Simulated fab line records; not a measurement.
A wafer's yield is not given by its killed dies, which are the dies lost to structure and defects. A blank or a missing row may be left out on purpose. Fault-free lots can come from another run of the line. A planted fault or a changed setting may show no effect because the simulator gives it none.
Matching of chambers :: flow n5Finfet :: rieDiel-02 running N5_BEOL_M2_ETCH_77: 4 sister chambers
The step etches underlayer in N2/H2, target depth 6.5 nm, time 5.2 s. 7 wafers are shown with their chamber, then 7 later ones without.

WAFERS PAIRED WITH THEIR CHAMBERS
wafer: L075.5
chamber: 1
drypumpMotorCurrentA (A): 4.9
throttleValvePct (%): 17.63

wafer: L077.6
chamber: 2
drypumpMotorCurrentA (A): 5.5
throttleValvePct (%): 17.62

wafer: L078.1
chamber: 3
drypumpMotorCurrentA (A): 4.7
throttleValvePct (%): 17.87

wafer: L078.3
chamber: 0
drypumpMotorCurrentA (A): 6.3
throttleValvePct (%): 17.56

wafer: L078.6
chamber: 0
drypumpMotorCurrentA (A): 6.2
throttleValvePct (%): 17.57

wafer: L092.2
chamber: 3
drypumpMotorCurrentA (A): 4.8
throttleValvePct (%): 17.91

wafer: L092.4
chamber: 2
drypumpMotorCurrentA (A): 5.5
throttleValvePct (%): 17.65

WAFERS WITHOUT THEIR CHAMBER
wafer: L092.6
drypumpMotorCurrentA (A): 4.7
throttleValvePct (%): 17.90

wafer: L096.1
drypumpMotorCurrentA (A): 4.9
throttleValvePct (%): 17.71

wafer: L096.2
drypumpMotorCurrentA (A): 6.3
throttleValvePct (%): 17.63

wafer: L096.5
drypumpMotorCurrentA (A): 5.5
throttleValvePct (%): 17.67

wafer: L095.1
drypumpMotorCurrentA (A): 4.9
throttleValvePct (%): 17.72

wafer: L095.4
drypumpMotorCurrentA (A): 6.2
throttleValvePct (%): 17.61

wafer: L095.5
drypumpMotorCurrentA (A): 4.7
throttleValvePct (%): 17.93

CHAMBER TAKEN BY EACH
wafer: L092.6
from the rows above: 3
in truth: 3

wafer: L096.1
from the rows above: 1
in truth: 1

wafer: L096.2
from the rows above: 0
in truth: 0

wafer: L096.5
from the rows above: 2
in truth: 2

wafer: L095.1
from the rows above: 1
in truth: 1

wafer: L095.4
from the rows above: 0
in truth: 0

wafer: L095.5
from the rows above: 3
in truth: 3
Placed correctly: 7 of 7. Can't be placed from these rows: 0. Wrongly placed: 0.
How it was worked out, from the rows above alone: a wafer's distance from a chamber is the root of the sum, over the readings, of the square of ((its reading less the chamber's mean) divided by the reading's scatter). If the next closest chamber is less than 2 further off than the closest, the wafer can't be placed; otherwise it belongs to the closest. A chamber's mean is the mean of its shown wafers. The scatter is the square root of a quotient: the sum, over the shown wafers, of each reading's squared deviation from its chamber's mean, divided by wafers minus chambers.
